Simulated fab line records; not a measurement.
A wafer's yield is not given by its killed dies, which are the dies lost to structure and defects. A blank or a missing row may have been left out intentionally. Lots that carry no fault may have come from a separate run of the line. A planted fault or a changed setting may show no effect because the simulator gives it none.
fab line records ; flow n5Finfet
record lots=12; wafers=36; lastDay=18
route steps=1938 shown BEOL_M1@813 TV_LITHO@1886 PASSIVATION@1911
lots untouched by any fault: they come from a run of this same line in which no faults occurred
startH: start of the lot's first displayed wafer, in hours after the record's first day ; waitH: how many hours have passed since the lot's step before this one ; " unchanged from the row above ; L1.1+2: one row covering several wafers at once ; - no value, or no start was given ; * or withheld: withheld ; < > ~ a bound
route shown NAME@n: names a module that has steps shown in the file, with the first one's number in the route ; usual: mean and standard deviation over wafers with no fault ; same: alike in all rows ; chamber/n: place in a boat ; sites: per-site readings ; _std_site: the standard deviation of these ; _edge_site: inner sites' mean taken away from outer sites' mean ; radiusMm: for every site, how far away it sits from the centre of the wafer ; mask NAME#n: copy n ; behind: tool/chamber where the wafer was last shaped ; hold: why the lot was held/for how many hours/how that ended ; device: transistor that didn't switch, given as n, p or np ; end of line: at the end of the route, the tests of the same wafers ; for a step that has no rows: nothing shown but its recipe ; killed: the dies lost at the first sort to structure and to defects; this is not the yield of the wafer ; map: dies across one wafer; x = killed, . = not, _ = none there
set.NAME: setting as actually run; set.NAME@STEP: the setting as run at that earlier step ; model.NAME: the simulator's own value behind a step, which no gauge read
one table for each step of the route and one row for each wafer, over a sample of lots
services: from which hour (startH, from the record's first day; less than 0 if before it) a tool's chamber was out of use, for how many hours, and why
## steps
# step N5_BEOL_M1_CVD_47
# recipe material=Co; targetThkA=30; tempC=withheld; precursor=CCTBA/H2; pressureTorr=30; timeS=223.8
lot.wafer;tool;chamber;startH;waitH
L267.3+4+6;cvdCo-02;0,2,2;133.59;0.4
L268.1+2+4;cvdCo-02;0,2,1;142.52;0.1
L269.2+3+5;cvdCo-01;1,2,2;145.29;0.0
L270.1+3+5;cvdCo-02;0,2,2;148.66;0.1
L271.1+3+6;cvdCo-01;0,2,1;161.05;0.0
L272.3+4+5;cvdCo-02;1,0,2;164.36;0.0
L273.1+3+5;cvdCo-02;2,1,0;170.65;0.0
L274.2+4+6;cvdCo-02;1,0,2;171.11;0.0
L285.3+5+6;cvdCo-01;1,2,0;235.52;0.0
L286.1+3+4;cvdCo-01;0,2,0;239.25;0.0
L289.2+3+4;cvdCo-01;0,2,0;259.15;0.2
L290.2+4+5;cvdCo-02;0,2,0;272.92;0.1
# step N5_PASSIVATION_DESCUM_12
# recipe chemistry=O2; timeS=7.9; sourcePowerW=50; biasPowerW=20; pressureMtorr=20; rfFrequencyHz=2.712e+07; tempC=40; o2FlowSccm=225
# usual drypumpMotorCurrentA=5.9/0.33; oesProductAu=0.79/0.068; rfVppV=242.9/1.5; showerheadPlenumPTorr=2.08/0.087; throttleValvePct=20.49/0.23
lot.wafer;tool;chamber;startH;waitH;drypumpMotorCurrentA;oesProductAu;rfHoursCounterH;rfVppV;showerheadPlenumPTorr;throttleValvePct
L267.3;rieDiel-01;3;273.29;0.1;6.0;0.72;204;242.5;2.07;20.49
L267.4;rieDiel-01;2;273.29;0.1;5.5;0.91;18;243.0;2.14;20.62
L267.6;rieDiel-01;1;273.29;0.1;6.3;0.85;-;241.1;2.04;20.64
L268.1;rieDiel-03;0;286.12;0.3;5.9;0.79;98;243.2;2.12;20.68
L268.2;rieDiel-03;2;286.12;0.3;5.9;0.67;247;241.7;2.06;20.82
L268.4;rieDiel-03;1;286.12;0.3;6.2;0.75;160;240.3;1.92;20.44
L269.2;rieDiel-03;3;302.96;0.1;5.6;0.80;86;246.9;2.20;19.99
L269.3;rieDiel-03;1;302.96;0.1;6.1;0.74;166;240.8;1.92;20.43
L269.5;rieDiel-03;1;302.96;0.1;6.2;0.75;-;240.8;1.92;20.43
L271.1;rieDiel-03;0;303.45;0.4;5.9;0.78;105;242.9;2.11;20.71
L271.3;rieDiel-03;1;303.45;0.4;6.2;0.74;166;240.9;1.92;20.42
L271.6;rieDiel-03;3;303.45;0.4;5.6;0.80;-;245.2;2.20;19.99
L273.1;rieDiel-01;0;308.27;0.0;5.9;0.74;175;243.2;2.09;20.59
L273.3;rieDiel-01;2;308.27;0.0;5.5;0.89;29;244.5;2.14;20.63
L273.5;rieDiel-01;1;308.27;0.0;6.3;0.83;-;242.7;2.03;20.64
L270.1;rieDiel-01;3;310.03;0.0;6.0;0.70;217;242.2;2.07;20.50
L270.3;rieDiel-01;0;310.03;0.0;5.9;0.73;176;244.2;2.09;20.58
L270.5;rieDiel-01;2;310.03;0.0;5.5;0.87;-;245.5;2.14;20.63
L272.3;rieDiel-03;1;310.45;0.3;6.2;0.74;-;241.4;1.92;20.43
L272.4;rieDiel-03;0;310.45;0.3;5.9;0.78;-;243.1;2.11;20.70
L272.5;rieDiel-03;1;310.45;0.3;6.2;0.74;-;242.0;1.92;20.45
L274.2;rieDiel-01;1;311.38;0.0;6.3;0.82;77;242.0;2.03;20.65
L274.4;rieDiel-01;0;311.38;0.0;5.9;0.73;176;242.8;2.09;20.59
L274.6;rieDiel-01;0;311.38;0.0;5.9;0.73;-;244.1;2.09;20.60
L286.1;rieDiel-02;0;383.08;0.3;6.5;0.88;30;243.9;2.14;20.18
L286.3;rieDiel-02;3;383.08;0.3;5.3;0.76;139;241.3;2.01;20.60
L286.4;rieDiel-02;1;383.08;0.3;5.9;0.74;162;241.7;2.01;20.53
L285.3;rieDiel-01;2;395.41;0.0;5.5;0.84;52;241.6;2.13;20.67
L285.5;rieDiel-01;0;395.41;0.0;5.9;0.71;-;242.6;2.08;20.64
L285.6;rieDiel-01;1;395.41;0.0;6.3;0.80;-;241.8;2.02;20.69
L289.2;rieDiel-01;0;398.73;0.0;5.9;0.71;205;242.1;2.08;20.64
L289.3;rieDiel-01;2;398.73;0.0;5.5;0.85;53;244.3;2.13;20.65
L289.4;rieDiel-01;1;398.73;0.0;6.3;0.80;107;241.8;2.02;20.69
L290.2;rieDiel-02;3;420.02;0.4;5.3;0.74;151;242.4;2.00;20.64
L290.4;rieDiel-02;1;420.02;0.4;5.9;0.74;173;241.8;2.01;20.56
L290.5;rieDiel-02;2;420.02;0.4;6.7;0.87;-;245.3;2.22;20.30
# step N5_PASSIVATION_STRIP_34
# recipe chemistry=O2; powerW=600; tempC=60; pressureMtorr=30; rfFrequencyHz=6e+07; biasPowerW=0; overashFraction=2; o2FlowSccm=225
# usual drypumpMotorCurrentA=5.8/0.48; oesProductAu=0.80/0.072; rfVppV=3.7/1.5; showerheadPlenumPTorr=2.10/0.083; throttleValvePct=16.62/0.23
lot.wafer;tool;chamber;startH;waitH;drypumpMotorCurrentA;oesProductAu;rfHoursCounterH;rfVppV;showerheadPlenumPTorr;throttleValvePct
L267.3;rieDiel-04;1;275.90;0.1;5.3;0.79;108;4.7;2.20;16.80
L267.4;rieDiel-04;2;275.90;0.1;5.4;0.70;212;4.3;2.08;16.99
L267.6;rieDiel-04;0;275.90;0.1;6.7;0.97;-;4.4;2.25;16.21
L268.1;rieDiel-04;2;288.34;0.1;5.5;0.70;217;4.1;2.08;17.03
L268.2;rieDiel-04;0;288.34;0.1;6.6;0.92;9;5.4;2.25;16.19
L268.4;rieDiel-04;1;288.34;0.1;5.3;0.78;113;4.4;2.20;16.75
L269.2;rieDiel-04;1;305.42;0.1;5.3;0.76;120;4.5;2.20;16.80
L269.3;rieDiel-04;2;305.42;0.1;5.5;0.68;223;4.7;2.08;17.06
L269.5;rieDiel-04;3;305.42;0.1;5.8;0.84;-;3.8;2.12;16.61
L271.1;rieDiel-06;2;305.66;0.1;5.8;0.84;50;3.0;2.04;16.51
L271.3;rieDiel-06;3;305.66;0.1;5.4;0.80;85;6.9;2.03;16.28
L271.6;rieDiel-06;2;305.66;0.1;5.8;0.85;-;0.8;2.04;16.49
L273.1;rieDiel-04;2;310.87;0.1;5.5;0.71;226;2.2;2.08;17.04
L273.3;rieDiel-04;0;310.87;0.1;6.7;0.94;16;0.6;2.24;16.31
L273.5;rieDiel-04;3;310.87;0.1;5.9;0.81;-;4.2;2.12;16.51
L270.1;rieDiel-06;0;312.71;0.1;5.3;0.78;130;2.1;2.19;16.85
L270.3;rieDiel-06;2;312.71;0.1;5.8;0.82;53;4.2;2.04;16.48
L270.5;rieDiel-06;1;312.71;0.1;6.0;0.68;-;2.6;1.98;16.73
L272.3;rieDiel-05;1;313.25;0.1;5.9;0.82;95;4.6;2.03;16.69
L272.4;rieDiel-05;2;313.25;0.1;5.1;0.86;56;6.2;2.05;16.43
L272.5;rieDiel-05;2;313.25;0.1;5.1;0.84;-;6.2;2.05;16.43
L274.2;rieDiel-05;3;314.05;0.1;6.7;0.70;194;3.5;2.07;16.77
L274.4;rieDiel-05;2;314.05;0.1;5.1;0.83;56;2.0;2.05;16.51
L274.6;rieDiel-05;0;314.05;0.1;6.0;0.82;-;0.9;2.04;16.75
L286.1;rieDiel-06;3;385.62;0.1;5.4;0.79;115;5.4;2.02;16.32
L286.3;rieDiel-06;0;385.62;0.1;5.3;0.77;155;2.6;2.18;16.84
L286.4;rieDiel-06;2;385.62;0.1;5.7;0.82;80;4.9;2.03;16.47
L285.3;rieDiel-06;3;398.03;0.1;5.4;0.77;120;2.6;2.01;16.31
L285.5;rieDiel-06;1;398.03;0.1;6.0;0.96;-;1.8;2.24;16.29
L285.6;rieDiel-06;2;398.03;0.1;5.8;0.79;-;3.0;2.03;16.52
L289.2;rieDiel-05;0;400.81;0.1;6.0;0.76;101;3.1;2.03;16.81
L289.3;rieDiel-05;1;400.81;0.1;5.9;0.77;130;4.3;2.02;16.77
L289.4;rieDiel-05;2;400.81;0.1;5.1;0.79;89;3.4;2.04;16.52
L290.2;rieDiel-05;1;421.94;0.1;5.8;0.79;137;6.4;2.02;16.78
L290.4;rieDiel-05;2;421.94;0.1;5.1;0.80;96;1.5;2.04;16.50
L290.5;rieDiel-05;3;421.94;0.1;6.6;0.68;-;4.0;2.06;16.85
# step N5_PASSIVATION_PROBE_49
# usual defectLimitedYield=91.3/1.4; killed_at_M0_to_M3=33/10; killed_at_M4_up=15/6.1; killedAtContacts=12/6.7; killedAtFrontEnd=39/11; killedAtOther=4/3.3; killedDies=103/16; killedOnRim=14/4; killedOpen=68/12; killedShort=34/7.2; sort_bin_5_function=5.1/0.88; sort_bin_6_memory=3.3/0.67; sortNPass=1077/16; sortYieldPct=91.3/1.4
# same grossDies=1180; killedAtBackSide=0; sort_bin_4_leakage[%]=0; sort_bin_8_speed[%]=0
lot.wafer;tool;chamber;startH;waitH;defectLimitedYield[%];killed_at_M0_to_M3;killed_at_M4_up;killedAtContacts;killedAtFrontEnd;killedAtOther;killedDies;killedOnRim;killedOpen;killedShort;sort_bin_5_function[%];sort_bin_6_memory[%];sortNPass;sortYieldPct[%]
L274.2;prober-02;-;329.22;0.1;90.3;26;26;4;57;1;114;18;87;27;5.6;3.9;1066;90.3
L274.4;prober-02;-;329.32;0.2;77.9;186;17;6;49;3;261;29;71;35;13.6;4.2;919;77.9
L274.6;prober-02;-;329.42;0.3;90.4;31;28;7;47;0;113;12;77;35;4.8;4.3;1067;90.4
L289.2;prober-01;-;405.04;0.1;91.7;22;19;15;29;13;98;13;66;32;4.7;3.2;1082;91.7
L289.3;prober-01;-;405.09;0.1;87.7;59;25;19;28;14;145;24;99;46;7.8;4.1;1035;87.7
L289.4;prober-01;-;405.14;0.2;90.7;39;19;14;25;13;110;16;74;36;5.4;3.5;1070;90.7
# killed by level:class
L274.2 FIN_SAQP:geometricParticle:open=16 BEOL_M4:geometricParticle:open=14 STI_FIN_REVEAL:geometricParticle:open=12 FIN_SAQP:geometricParticle:short=9 BEOL_M0:geometricParticle:open=7 BEOL_M8:geometricParticle:open=6 BEOL_M1:geometricParticle:open=4 BEOL_M2:geometricParticle:open=4
L274.4 BEOL_M1:unspecified=155 GATE_CUT:geometricParticle:short=9 BEOL_M1:geometricParticle:open=9 BEOL_M2:geometricParticle:open=7 FIN_SAQP:geometricParticle:open=7 STI_FIN_REVEAL:geometricParticle:open=6 BEOL_M4:geometricParticle:open=6 GATE_CUT:geometricParticle:open=5
L274.6 BEOL_M4:geometricParticle:open=18 FIN_SAQP:geometricParticle:open=11 GATE_CUT:geometricParticle:short=8 FIN_SAQP:geometricParticle:short=7 MOL_CONTACT_COAG:geometricParticle:open=6 BEOL_M0_SAQP:geometricParticle:short=6 BEOL_M1:geometricParticle:open=6 BEOL_M3:geometricParticle:open=6
L289.2 BEOL_M4:geometricParticle:open=13 MOL_CONTACT_COAG:geometricParticle:open=12 STI_FIN_REVEAL:geometricParticle:open=8 FIN_SAQP:geometricParticle:short=7 BEOL_M0_SAQP:geometricParticle:open=5 DUMMY_GATE:geometricParticle:open=4 BEOL_M2:geometricParticle:open=4 BEOL_M3:geometricParticle:open=4
L289.3 BEOL_M0_SAQP:geometricParticle:short=17 BEOL_M0_SAQP:geometricParticle:open=16 MOL_CONTACT_COAG:geometricParticle:open=15 BEOL_M4:geometricParticle:open=15 BEOL_M2:geometricParticle:open=13 BEOL_M3:geometricParticle:open=7 STI_FIN_REVEAL:geometricParticle:open=6 PAD_METAL:geometricParticle:short=6
L289.4 BEOL_M0_SAQP:geometricParticle:open=14 BEOL_M0_SAQP:geometricParticle:short=12 MOL_CONTACT_COAG:geometricParticle:open=10 FIN_SAQP:geometricParticle:open=9 BEOL_M4:geometricParticle:open=9 PASS1_CAP:geometricParticle:open=6 BEOL_M1:geometricParticle:open=5 STI_FIN_REVEAL:geometricParticle:open=4
## services
tool;chamber;startH;hours;kind
cvdCo-01;0;118.13;11.9;repair
rieDiel-04;0;122.85;9.1;repair
cvdCo-02;-;132.60;0.7;repair
rieDiel-04;3;134.61;8.3;repair
rieDiel-06;2;170.36;8.9;repair
rieDiel-06;3;172.60;2.8;repair
rieDiel-04;3;224.03;4.5;repair
rieDiel-06;-;225.76;0.7;repair
rieDiel-01;3;229.61;8.4;repair
rieDiel-04;3;235.85;2.8;repair
cvdCo-01;-;242.95;0.5;repair
rieDiel-03;2;257.83;5.3;repair
rieDiel-05;-;270.27;0.2;repair
cvdCo-02;-;270.30;0.4;repair
rieDiel-04;3;294.87;1.6;repair
rieDiel-04;0;297.11;5.5;repair
rieDiel-03;3;305.87;4.8;repair
cvdCo-02;1;315.04;16.3;repair
cvdCo-02;-;338.13;6.9;pm
cvdCo-01;-;362.53;6.0;pm
cvdCo-02;-;365.53;0.8;repair
rieDiel-01;2;373.14;17.2;repair
rieDiel-01;3;404.27;6.2;repair
rieDiel-01;0;414.09;9.7;repair
## key
firstSign step=N5_PASSIVATION_PROBE_49; reading=killed_at_M0_to_M3; direction=up; sigmas=15; usual=33; struck=186
effect step=N5_PASSIVATION_PROBE_49; reading=killedDies; direction=up; sigmas=9.7; usual=103; struck=261
moreKillsBornAt N5_BEOL_M1_CVD_47@cvdCo-02=155
metAt N5_BEOL_M1_CVD_47
struckLots L274
struckWafers L274.4
notActingAt N5_PASSIVATION_DESCUM_12,N5_PASSIVATION_STRIP_34
onsetBetween 170.65 171.11
fault kind=chamberParticleSource; tool=cvdCo-02; chamber=0; onsetH=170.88; steps=N5_BEOL_M1_CVD_47; ratePerVisitCm2=1.9445; endH=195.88
